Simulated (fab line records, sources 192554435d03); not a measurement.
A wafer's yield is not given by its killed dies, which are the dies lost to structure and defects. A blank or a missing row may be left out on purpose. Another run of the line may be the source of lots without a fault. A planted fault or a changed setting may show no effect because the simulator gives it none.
Chamber matching ; flow n5-finfet ; N5_BEOL_M15_TRENCH_ETCH_34 on rie-diel-04 has 4 sister chambers
The step etches SiO2 in C4F8/O2/Ar, target depth 872.93 nm, time 199 s. 4 wafers are shown with their chamber, then 9 later ones without.

WAFERS WITH THEIR CHAMBER
wafer;chamber;showerhead-plenum-p-Torr (Torr)
L078.6;3;3.40
L075.5;2;3.36
L080.5;0;3.29
L080.6;1;3.47

WAFERS WITHOUT THEIR CHAMBER
wafer;showerhead-plenum-p-Torr (Torr)
L084.1;3.28
L084.5;3.28
L084.6;3.46
L083.2;3.28
L083.3;3.38
L083.6;3.38
L092.1;3.38
L092.3;3.34
L092.6;3.27

WHICH CHAMBER EACH ONE RAN IN
wafer;from the rows above;in truth
L084.1;0;0
L084.5;0;0
L084.6;1;1
L083.2;0;0
L083.3;can't be placed: 2 or 3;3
L083.6;can't be placed: 2 or 3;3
L092.1;can't be placed: 2 or 3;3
L092.3;can't be placed: 2 or 0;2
L092.6;0;0
Placed correctly: 5 of 9. From these rows, 4 cannot be placed; in 4 the true chamber is one of the candidates. Placed wrongly: 0.
How it was worked out, from the rows above alone: a wafer's distance from a chamber is the root of the sum, over the readings, of the square of ((its reading less the chamber's mean) divided by the reading's scatter). The wafer belongs to the nearest chamber; if the next one is less than 2 further off, it can't be placed. For every chamber, the mean is computed from those of its wafers that are shown. The scatter (one wafer shown for each chamber): square how far every hidden wafer sits from the nearest shown wafer, average those squares and take the square root.
